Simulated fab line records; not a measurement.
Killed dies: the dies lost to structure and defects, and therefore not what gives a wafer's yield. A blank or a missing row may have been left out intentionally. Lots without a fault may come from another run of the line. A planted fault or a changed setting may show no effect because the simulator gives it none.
fab line records    flow n5Finfet
record lots=7  wafers=39
route steps=1938 shown FIN_SAQP@125 DUMMY_GATE@237 SD_EPI_N@281 HKMG_FIN@438 GATE_CUT@501 MOL_CONTACT_COAG@570 BEOL_M4@1111
startH: hours from the record's opening day to when the first of the lot's shown wafers began    waitH: hours from the lot's prior step to this one    " same as the row above    L1.1+2: a single row standing in for several wafers    - no value present, or no start provided    * or withheld: withheld    < > ~ a bound
route shown NAME@n: NAME is a module with steps in the file, n the number in the route of the first one    usual: the fault-free wafers' mean and standard deviation    same: alike in all rows    chamber/n: place in a boat    sites: readings site by site    _std_site: standard deviation across them    _edge_site: outer sites' mean less inner sites'    radiusMm: for every site, how far away it sits from the centre of the wafer    mask NAME#n: copy n    behind: the most recent tool/chamber to have shaped the wafer    hold: why the lot went on hold/how many hours it stayed there/how the hold came to an end    device: the n, p or np transistor that did not switch    end of line: tests of these same wafers at the route's end    where a step has no rows: the recipe by itself    killed: dies that structure and defects cost at the first sort, which is not the same as the wafer's yield    map: the dies of a wafer, with x for killed, . for not killed, _ for no die there
set.NAME: the setting the step ran with; set.NAME@STEP: the setting that earlier step ran with    model.NAME: the simulator's own value behind a step, which no gauge read
lots with deliberately changed settings; one table per step, one row per wafer
## steps
# step N5_FIN_SAQP_SPACER1_ALD_24
# recipe material=SiO2  targetThkA=203  tempC=300  aldPrecursorFamily=BDEAS  aldCoReactant=O2-plasma  pulseTimeS=1  purgeTimeS=2  coReactantPurgeTimeS=2  aldCycles=218  pressureTorr=2
# step N5_DUMMY_GATE_ETCH_37
# recipe chemistry=N2/H2  target=SOC  targetDepthA=600  overetchA=300  tempC=40  ionEnergyEv=200  pressureMtorr=30  sourceW=840  biasW=150  n2FlowSccm=200  h2FlowSccm=200
# step N5_DUMMY_GATE_ETCH_32
# recipe chemistry=CF4  target=SiO2  targetDepthA=35  timeS=3.9  ionEnergyEv=350  pressureMtorr=10  icpW=800  biasW=400  cf4FlowSccm=80
# step N5_SD_EPI_N_SD_RECESS_17
# recipe chemistry=HBr/Cl2/O2  targetDepthA=410  maskMaterial=SOC  timeS=23.7  btTimeS=3  pressureMtorr=10  icpW=800  biasW=112  HBr_flow_sccm=150  Cl2_flow_sccm=80  O2_flow_sccm=12
# step N5_HKMG_FIN_ETCH_35
# recipe chemistry=N2/H2  target=SOC  targetDepthA=2158  ionEnergyEv=65  biasW=5  sourceW=3000  timeS=243.4  pressureMtorr=30  n2FlowSccm=200  h2FlowSccm=200
# step N5_HKMG_FIN_ALD_21
# recipe material=TiN  targetThkA=15  tempC=400  aldPrecursorFamily=TiCl4  aldCoReactant=NH3  pulseTimeS=1  purgeTimeS=3  coReactantPurgeTimeS=2  coReactantPulseTimeS=2  aldCycles=68  pressureTorr=3
# step N5_GATE_CUT_CUT_ETCH_54
# recipe chemistry=Cl2/BCl3  target=TiN  maskMaterial=SiO2  targetDepthA=967  pressureMtorr=10  icpW=1000  biasW=126  Cl2_flow_sccm=53.25  bcl3FlowSccm=21.75  Ar_flow_sccm=25  ends=cleared
# step N5_MOL_CONTACT_COAG_EXPOSE_81
# recipe maskId=VG  na=0.33  sourceShape=annular  sigmaInner=0.3  sigmaOuter=0.7  polarization=unpolarized  defocusNm=0  doseMj=59.5
# step N5_BEOL_M4_RC_MEAS_101
# usual CJ_N=4.37/0.08  IOFF_N=0.164/0.02  IOFF_N_85C=3.2/0.34  SS_N=71.6/0.44
lot.wafer  tool       chamber  startH  waitH  set.aldCycles@FIN_SAQP_SPACER1_ALD_24  set.sourceW@DUMMY_GATE_ETCH_37  set.timeS@DUMMY_GATE_ETCH_32  set.timeS@SD_EPI_N_SD_RECESS_17  set.targetDepthA@HKMG_FIN_ETCH_35  set.aldCycles@HKMG_FIN_ALD_21  set.icpW@GATE_CUT_CUT_ETCH_54  set.doseMj@MOL_CONTACT_COAG_EXPOSE_81  CJ_N  IOFF_N[nA/um]  IOFF_N_85C[nA/um]  SS_N[mV/dec]
L078.1     prober-01  0        188.99  0.0    187                                    840                             3.9                           23.7                             2158                               68                             896.7                          57.69                                  4.33  0.149          2.8                71.7
L078.2     "          0        "       "      218                                    840                             3.9                           25.43                            1934                               59                             1000                           57.69                                  4.65  0.207          3.7                73.2
L078.3     "          0        "       "      218                                    840                             4.422                         25.43                            2158                               68                             896.7                          59.5                                   4.60  0.233          4.1                73.8
L078.4     "          0        "       "      187                                    840                             4.422                         25.43                            1934                               68                             1000                           59.5                                   4.57  0.139          2.7                71.9
L078.5     "          0        "       "      218                                    840                             4.422                         23.7                             1934                               59                             896.7                          59.5                                   4.40  0.158          3.0                71.8
L078.6     "          0        "       "      187                                    840                             3.9                           23.7                             2158                               59                             1000                           57.69                                  4.39  0.163          3.1                71.8
L082.1     prober-01  0        233.70  0.0    188                                    922.8                           3.554                         23.7                             1997                               68                             1090                           59.5                                   4.42  0.165          3.2                71.1
L082.2     "          0        "       "      188                                    840                             3.554                         25.66                            1997                               68                             1000                           62.72                                  4.69  0.221          4.0                72.9
L082.3     "          0        "       "      218                                    922.8                           3.554                         25.66                            2158                               68                             1090                           62.72                                  4.76  0.257          4.6                73.4
L082.4     "          0        "       "      188                                    922.8                           3.9                           25.66                            2158                               68                             1000                           59.5                                   4.76  0.253          4.5                74.2
L082.5     "          0        "       "      218                                    840                             3.9                           23.7                             1997                               68                             1000                           59.5                                   4.46  0.199          3.7                72.6
L082.6     "          0        "       "      218                                    840                             3.9                           23.7                             2158                               68                             1090                           62.72                                  4.58  0.169          3.2                71.2
L087.2     prober-02  0        254.19  0.2    218                                    840                             3.9                           23.7                             2158                               68                             1000                           59.5                                   4.20  0.160          3.0                71.1
L087.3     "          0        "       "      218                                    840                             3.9                           23.7                             2158                               68                             1000                           59.5                                   4.23  0.177          3.3                71.5
L087.6     "          0        "       "      218                                    840                             3.9                           23.7                             2158                               68                             1000                           59.5                                   4.32  0.201          3.6                72.1
L090.1     prober-02  0        269.18  0.0    230                                    977.3                           3.398                         23.7                             2158                               68                             1000                           59.5                                   4.27  0.177          3.4                72.4
L090.2     "          0        "       "      218                                    840                             3.398                         25.37                            2158                               68                             825.4                          59.5                                   4.54  0.158          3.1                72.4
L090.3     "          0        "       "      218                                    840                             3.9                           25.37                            2281                               68                             825.4                          59.5                                   4.62  0.210          3.9                73.3
L090.4     "          0        "       "      218                                    977.3                           3.9                           23.7                             2158                               68                             825.4                          59.5                                   4.31  0.157          3.1                71.7
L090.5     "          0        "       "      230                                    840                             3.398                         23.7                             2281                               68                             1000                           59.5                                   4.31  0.169          3.3                71.8
L090.6     "          0        "       "      230                                    977.3                           3.9                           25.37                            2281                               68                             1000                           59.5                                   4.57  0.270          4.8                74.1
L092.1     prober-01  0        280.96  0.0    218                                    840                             3.9                           23.7                             2158                               68                             1000                           61.78                                  4.30  0.131          2.7                71.2
L092.2     "          0        "       "      218                                    840                             3.288                         25.13                            2071                               68                             1000                           59.5                                   4.59  0.206          3.9                72.4
L092.3     "          0        "       "      235                                    840                             3.288                         23.7                             2071                               68                             1000                           61.78                                  4.35  0.129          2.7                71.2
L092.4     "          0        "       "      235                                    840                             3.9                           23.7                             2158                               68                             1000                           59.5                                   4.34  0.114          2.4                71.1
L092.5     "          0        "       "      235                                    840                             3.9                           25.13                            2071                               68                             1000                           59.5                                   4.57  0.201          3.8                72.3
L092.6     "          0        "       "      218                                    840                             3.288                         25.13                            2158                               68                             1000                           61.78                                  4.58  0.188          3.7                72.2
L094.1     prober-02  0        286.17  0.0    228                                    775.2                           3.9                           23.7                             2267                               68                             1000                           59.5                                   4.45  0.164          3.1                71.0
L094.2     "          0        "       "      218                                    775.2                           3.9                           23.7                             2267                               71                             1000                           59.5                                   4.59  0.191          3.6                71.1
L094.3     "          0        "       "      218                                    840                             3.9                           23.7                             2267                               68                             1079                           61.45                                  4.49  0.162          3.1                70.9
L094.4     "          0        "       "      228                                    840                             3.9                           23.7                             2158                               68                             1000                           61.45                                  4.50  0.159          3.0                71.7
L094.5     "          0        "       "      218                                    775.2                           3.9                           23.7                             2158                               71                             1079                           61.45                                  4.56  0.186          3.4                71.6
L094.6     "          0        "       "      228                                    840                             3.9                           23.7                             2158                               71                             1079                           59.5                                   4.46  0.157          3.0                71.1
L097.1     prober-02  0        307.18  0.0    218                                    840                             3.4                           23.7                             1889                               72                             911.1                          59.5                                   4.40  0.159          3.1                71.2
L097.2     "          0        "       "      218                                    840                             3.9                           24.87                            1889                               72                             1000                           61.54                                  4.57  0.187          3.6                71.9
L097.3     "          0        "       "      218                                    840                             3.9                           23.7                             2158                               68                             911.1                          59.5                                   4.39  0.178          3.5                71.8
L097.4     "          0        "       "      218                                    840                             3.4                           23.7                             1889                               68                             1000                           61.54                                  4.42  0.199          3.8                72.3
L097.5     "          0        "       "      218                                    840                             3.9                           24.87                            2158                               68                             911.1                          61.54                                  4.58  0.233          4.3                72.8
L097.6     "          0        "       "      218                                    840                             3.4                           24.87                            2158                               72                             1000                           59.5                                   4.55  0.208          3.9                71.8
## key
split step=N5_FIN_SAQP_SPACER1_ALD_24  setting=aldCycles  statedAs=218
response none clear
split step=N5_DUMMY_GATE_ETCH_37  setting=sourceW  statedAs=840
response none clear
split step=N5_DUMMY_GATE_ETCH_32  setting=timeS  statedAs=3.9
response none clear
split step=N5_SD_EPI_N_SD_RECESS_17  setting=timeS  statedAs=23.7
response step=N5_BEOL_M4_RC_MEAS_101  reading=CJ_N  slope=+0.0353  per=1%  togetherWith=all  explained=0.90
response step=N5_BEOL_M4_RC_MEAS_101  reading=SS_N  slope=+0.19  per=1%  togetherWith=all  explained=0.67
response step=N5_BEOL_M4_RC_MEAS_101  reading=IOFF_N  slope=+0.00795  per=1%  togetherWith=all  explained=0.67
response step=N5_BEOL_M4_RC_MEAS_101  reading=IOFF_N_85C  slope=+0.124  per=1%  togetherWith=all  explained=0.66
split step=N5_HKMG_FIN_ETCH_35  setting=targetDepthA  statedAs=2158
response none clear
split step=N5_HKMG_FIN_ALD_21  setting=aldCycles  statedAs=68
response none clear
split step=N5_GATE_CUT_CUT_ETCH_54  setting=icpW  statedAs=1000
response none clear
split step=N5_MOL_CONTACT_COAG_EXPOSE_81  setting=doseMj  statedAs=59.5
response none clear
